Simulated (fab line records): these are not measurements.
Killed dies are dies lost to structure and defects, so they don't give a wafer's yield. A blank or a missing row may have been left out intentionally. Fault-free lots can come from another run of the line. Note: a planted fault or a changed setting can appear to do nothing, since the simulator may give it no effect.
Chamber matching || flow n5 finfet || N5_HKMG_FIN_STRIP_57 on rie diel-03: 4 sister chambers
The step strips in CF4. 20 wafers are shown with their chamber, then 10 later ones without.

## WAFERS PAIRED WITH THEIR CHAMBERS
{"wafer": "L074.1", "chamber": 3, "drypump motor current A (A)": 6.1, "showerhead plenum p Torr (Torr)": 1.78, "throttle valve pct (%)": 13.71}
{"wafer": "L074.3", "chamber": 1, "drypump motor current A (A)": 6.0, "showerhead plenum p Torr (Torr)": 1.78, "throttle valve pct (%)": 13.91}
{"wafer": "L074.5", "chamber": 2, "drypump motor current A (A)": 5.8, "showerhead plenum p Torr (Torr)": 1.79, "throttle valve pct (%)": 13.69}
{"wafer": "L077.1", "chamber": 0, "drypump motor current A (A)": 5.5, "showerhead plenum p Torr (Torr)": 1.85, "throttle valve pct (%)": 13.58}
{"wafer": "L077.4", "chamber": 2, "drypump motor current A (A)": 5.8, "showerhead plenum p Torr (Torr)": 1.79, "throttle valve pct (%)": 13.71}
{"wafer": "L077.6", "chamber": 1, "drypump motor current A (A)": 6.0, "showerhead plenum p Torr (Torr)": 1.78, "throttle valve pct (%)": 13.92}
{"wafer": "L078.1", "chamber": 1, "drypump motor current A (A)": 6.0, "showerhead plenum p Torr (Torr)": 1.78, "throttle valve pct (%)": 13.94}
{"wafer": "L078.2", "chamber": 0, "drypump motor current A (A)": 5.5, "showerhead plenum p Torr (Torr)": 1.85, "throttle valve pct (%)": 13.60}
{"wafer": "L078.3", "chamber": 2, "drypump motor current A (A)": 5.8, "showerhead plenum p Torr (Torr)": 1.79, "throttle valve pct (%)": 13.73}
{"wafer": "L079.2", "chamber": 3, "drypump motor current A (A)": 6.1, "showerhead plenum p Torr (Torr)": 1.78, "throttle valve pct (%)": 13.74}
{"wafer": "L079.3", "chamber": 1, "drypump motor current A (A)": 6.0, "showerhead plenum p Torr (Torr)": 1.78, "throttle valve pct (%)": 13.92}
{"wafer": "L079.5", "chamber": 3, "drypump motor current A (A)": 6.2, "showerhead plenum p Torr (Torr)": 1.78, "throttle valve pct (%)": 13.73}
{"wafer": "L081.2", "chamber": 0, "drypump motor current A (A)": 5.5, "showerhead plenum p Torr (Torr)": 1.85, "throttle valve pct (%)": 13.61}
{"wafer": "L081.4", "chamber": 2, "drypump motor current A (A)": 5.8, "showerhead plenum p Torr (Torr)": 1.79, "throttle valve pct (%)": 13.73}
{"wafer": "L081.5", "chamber": 1, "drypump motor current A (A)": 6.0, "showerhead plenum p Torr (Torr)": 1.78, "throttle valve pct (%)": 13.94}
{"wafer": "L084.1", "chamber": 0, "drypump motor current A (A)": 5.5, "showerhead plenum p Torr (Torr)": 1.85, "throttle valve pct (%)": 13.61}
{"wafer": "L084.3", "chamber": 2, "drypump motor current A (A)": 5.8, "showerhead plenum p Torr (Torr)": 1.79, "throttle valve pct (%)": 13.74}
{"wafer": "L084.5", "chamber": 1, "drypump motor current A (A)": 6.0, "showerhead plenum p Torr (Torr)": 1.78, "throttle valve pct (%)": 13.95}
{"wafer": "L088.3", "chamber": 2, "drypump motor current A (A)": 5.8, "showerhead plenum p Torr (Torr)": 1.78, "throttle valve pct (%)": 13.76}
{"wafer": "L088.4", "chamber": 1, "drypump motor current A (A)": 6.0, "showerhead plenum p Torr (Torr)": 1.77, "throttle valve pct (%)": 13.99}

SIGNATURES (averages over the wafers above)
{"reading": "drypump motor current A", "chamber 0": 5.500, "chamber 1": 6.000, "chamber 2": 5.800, "chamber 3": 6.133, "scatter within a chamber": 0.0204}
{"reading": "showerhead plenum p Torr", "chamber 0": 1.8500, "chamber 1": 1.7786, "chamber 2": 1.7883, "chamber 3": 1.7800, "scatter within a chamber": 0.00325}
{"reading": "throttle valve pct", "chamber 0": 13.6000, "chamber 1": 13.9386, "chamber 2": 13.7267, "chamber 3": 13.7267, "scatter within a chamber": 0.0228}
Rule: a wafer lies at a distance from a chamber equal to the root of the sum of squares, over the readings, of (its reading less the chamber's mean, divided by the reading's scatter). The wafer belongs to the nearest chamber; if the next one is less than 2 further off, it can't be placed. How the scatter is found: for the shown wafers, subtract from each reading the mean of its chamber, square and add these, divide the total by (wafers less chambers), then take the root.

## WAFERS WITH NO CHAMBER GIVEN
{"wafer": "L088.5", "drypump motor current A (A)": 5.8, "showerhead plenum p Torr (Torr)": 1.79, "throttle valve pct (%)": 13.76}
{"wafer": "L090.1", "drypump motor current A (A)": 5.8, "showerhead plenum p Torr (Torr)": 1.78, "throttle valve pct (%)": 13.78}
{"wafer": "L090.2", "drypump motor current A (A)": 6.2, "showerhead plenum p Torr (Torr)": 1.77, "throttle valve pct (%)": 13.77}
{"wafer": "L090.3", "drypump motor current A (A)": 5.5, "showerhead plenum p Torr (Torr)": 1.84, "throttle valve pct (%)": 13.68}
{"wafer": "L094.2", "drypump motor current A (A)": 5.8, "showerhead plenum p Torr (Torr)": 1.78, "throttle valve pct (%)": 13.80}
{"wafer": "L094.3", "drypump motor current A (A)": 6.1, "showerhead plenum p Torr (Torr)": 1.77, "throttle valve pct (%)": 13.81}
{"wafer": "L094.5", "drypump motor current A (A)": 5.8, "showerhead plenum p Torr (Torr)": 1.78, "throttle valve pct (%)": 13.81}
{"wafer": "L095.2", "drypump motor current A (A)": 6.2, "showerhead plenum p Torr (Torr)": 1.77, "throttle valve pct (%)": 13.80}
{"wafer": "L095.4", "drypump motor current A (A)": 6.2, "showerhead plenum p Torr (Torr)": 1.77, "throttle valve pct (%)": 13.81}
{"wafer": "L095.6", "drypump motor current A (A)": 5.5, "showerhead plenum p Torr (Torr)": 1.84, "throttle valve pct (%)": 13.68}

## WHICH CHAMBER EACH WENT THROUGH
{"wafer": "L088.5", "from the rows above": 2, "in truth": 2}
{"wafer": "L090.1", "from the rows above": 2, "in truth": 2}
{"wafer": "L090.2", "from the rows above": 3, "in truth": 3}
{"wafer": "L090.3", "from the rows above": 0, "in truth": 0}
{"wafer": "L094.2", "from the rows above": 2, "in truth": 2}
{"wafer": "L094.3", "from the rows above": 3, "in truth": 3}
{"wafer": "L094.5", "from the rows above": 2, "in truth": 2}
{"wafer": "L095.2", "from the rows above": 3, "in truth": 3}
{"wafer": "L095.4", "from the rows above": 3, "in truth": 3}
{"wafer": "L095.6", "from the rows above": 0, "in truth": 0}
Correctly placed: 10 of 10. Number that these rows cannot place: 0. Placed wrongly: 0.
